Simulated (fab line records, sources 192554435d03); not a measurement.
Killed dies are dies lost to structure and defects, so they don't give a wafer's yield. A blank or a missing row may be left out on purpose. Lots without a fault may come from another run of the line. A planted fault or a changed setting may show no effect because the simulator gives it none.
Chamber matching | flow n5_finfet | N5_HKMG_FIN_ALD_36 on ald_metal-02: 4 sister chambers
The step deposits TiN, target thk 1 nm, pulse time 1 s, purge time 3 s. 14 wafers are shown with their chamber, then 7 later ones without.

WAFERS WITH THEIR CHAMBER
wafer  | chamber | heater_power_w (W) | precursor_pulse_height_rel
L076.1 | 1       | 914                | 1.003
L076.4 | 2       | 798                | 0.988
L076.6 | 2       | 830                | 0.992
L077.1 | 3       | 803                | 0.991
L077.3 | 1       | 895                | 1.025
L077.4 | 0       | 960                | 0.978
L078.1 | 2       | 818                | 1.037
L078.4 | 0       | 952                | 0.998
L078.6 | 2       | 820                | 1.021
L082.4 | 0       | 961                | 1.029
L082.5 | 3       | 779                | 0.998
L082.6 | 2       | 827                | 1.036
L088.1 | 1       | 911                | 0.996
L088.2 | 2       | 823                | 0.978

SIGNATURES (means of the wafers above)
reading                    | chamber 0 | chamber 1 | chamber 2 | chamber 3 | scatter within a chamber
heater_power_w             | 957.67    | 906.67    | 819.33    | 791.00    | 10.9
precursor_pulse_height_rel | 1.00167   | 1.00800   | 1.00867   | 0.99450   | 0.0227
Rule: a wafer's distance from a chamber is the root of the sum, over the readings, of the square of ((its reading less the chamber's mean) divided by the reading's scatter). The wafer belongs to the nearest chamber; if the next one is less than 2 further off, it can't be placed. The scatter: the root of (the sum of the squares of (reading less its chamber's mean) over the shown wafers, divided by (wafers less chambers)).

WAFERS WITHOUT THEIR CHAMBER
wafer  | heater_power_w (W) | precursor_pulse_height_rel
L088.4 | 885                | 0.996
L090.1 | 955                | 1.008
L090.3 | 812                | 1.001
L090.6 | 944                | 1.018
L097.1 | 900                | 1.011
L097.2 | 831                | 0.978
L097.5 | 776                | 1.014

WHICH CHAMBER EACH WENT THROUGH
wafer  | from the rows above     | in truth
L088.4 | 1                       | 1
L090.1 | 0                       | 0
L090.3 | can't be placed: 2 or 3 | 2
L090.6 | 0                       | 0
L097.1 | 1                       | 1
L097.2 | 2                       | 2
L097.5 | 3                       | 3
Placed correctly: 6 of 7. Can't be placed from these rows: 1 (the true chamber is among the candidates in 1). Placed wrongly: 0.
